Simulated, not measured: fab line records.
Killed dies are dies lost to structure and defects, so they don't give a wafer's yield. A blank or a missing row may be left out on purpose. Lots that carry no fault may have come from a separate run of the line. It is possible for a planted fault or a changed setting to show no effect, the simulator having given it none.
Lot-split experiment    flow n5 finfet    7 lots, 21 wafers read, on a route of 1938 steps

## THE SPLIT
At N5_PASSIVATION_PECVD_35 (deposits SiNx from SiH4/NH3/N2, target thk 700 nm, time 151.3 s), the setting time s was moved away from the recipe's 151.3 s on 3 of the 21 wafers read, by -10.5% to +9.2%. For the rest of the wafers, this setting stayed at what the recipe calls for.

Reading taken at the split's own step.

## THE READING
SiNx_of_PASSIVATION_PECVD_35.thk nm (the simulator's own value, which no gauge read), in nm, at N5_PASSIVATION_PECVD_35 (deposits SiNx from SiH4/NH3/N2, target thk 700 nm, time 151.3 s). No usual value for it is given in the file. Across the 18 wafers here that went through the recipe, the average is 694.7 nm and the standard deviation 7 nm.

wafer   tool, chamber at the split  time s as run, s  against the recipe  SiNx_of_PASSIVATION_PECVD_35.thk nm, nm  against lot-mates on the recipe
L074.2  pecvd-04, 0                 151.3             recipe              684.2                                    -
L074.3  pecvd-04, 2                 151.3             recipe              687.8                                    -
L074.4  pecvd-04, 1                 151.3             recipe              705.2                                    -
L081.1  pecvd-01, 1                 135.4             -10.5%              618.2                                    -85.0
L081.3  pecvd-01, 2                 135.4             -10.5%              613.2                                    -90.0
L081.5  pecvd-01, 0                 151.3             recipe              703.2                                    -
L079.3  pecvd-01, 1                 151.3             recipe              695                                      -
L079.4  pecvd-01, 2                 151.3             recipe              699.4                                    -
L079.5  pecvd-01, 1                 151.3             recipe              697.8                                    -
L082.1  pecvd-04, 1                 151.3             recipe              687.4                                    -
L082.2  pecvd-04, 0                 151.3             recipe              685                                      -
L082.4  pecvd-04, 1                 151.3             recipe              698.4                                    -
L083.2  pecvd-02, 1                 151.3             recipe              691.2                                    -
L083.4  pecvd-02, 1                 151.3             recipe              694.4                                    -
L083.5  pecvd-02, 0                 151.3             recipe              700.4                                    -
L087.2  pecvd-02, 0                 151.3             recipe              682                                      -
L087.4  pecvd-02, 1                 151.3             recipe              691.6                                    -
L087.5  pecvd-02, 2                 165.2             +9.2%               766.4                                    +79.6
L097.1  pecvd-02, 0                 151.3             recipe              701.4                                    -
L097.3  pecvd-02, 1                 151.3             recipe              696.4                                    -
L097.6  pecvd-02, 0                 151.3             recipe              703.4                                    -

FIT RESULTS
A straight line over all 21 wafers: SiNx_of_PASSIVATION_PECVD_35.thk nm changes by +7.6 nm for each +1% of time s; r = +0.98; the points scatter about the line by 6.8 nm.
The same after taking each lot's own level away (the mean of its wafers on the recipe; 21 wafers): +8.43 nm for each +1%; r = +0.99; scatter 5.1 nm.
Per that fit: largest time s move, reading shift of 89 nm.
The span of the lots' own levels, 686.80 to 703.20 nm, comes to 2.4 times the standard deviation stated above.
The two slopes agree, so the slope changes little with the lot-to-lot level.
Check: with one of the wafers moved furthest among these (-10.5%) left out of the fit, the line predicts -90.4 nm for it against its lot-mates. Against them it came out at -85 nm.

## FURTHER SPLITS ON THESE WAFERS
Note: prior to the reading, these wafers also went through further splits. Each is held against what the fit with the lots' levels taken away leaves over:
other split on the same wafers  wafers away from the commonest value  r with SiNx_of_PASSIVATION_PECVD_35.thk nm (lot level and that fit taken away)
N5_BEOL_M14_PEB_26 peb temp c   7                                     -0.21
N5_BEOL_M15_COAT_04 spin rpm    7                                     +0.15
N5_MIM_BOT_SPUTTER_00 time s    3                                     -0.26

## THE FILE'S OWN FIT
SiNx_of_PASSIVATION_PECVD_35.thk nm changes by +8.47 nm for each +1% of time s, r = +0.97.
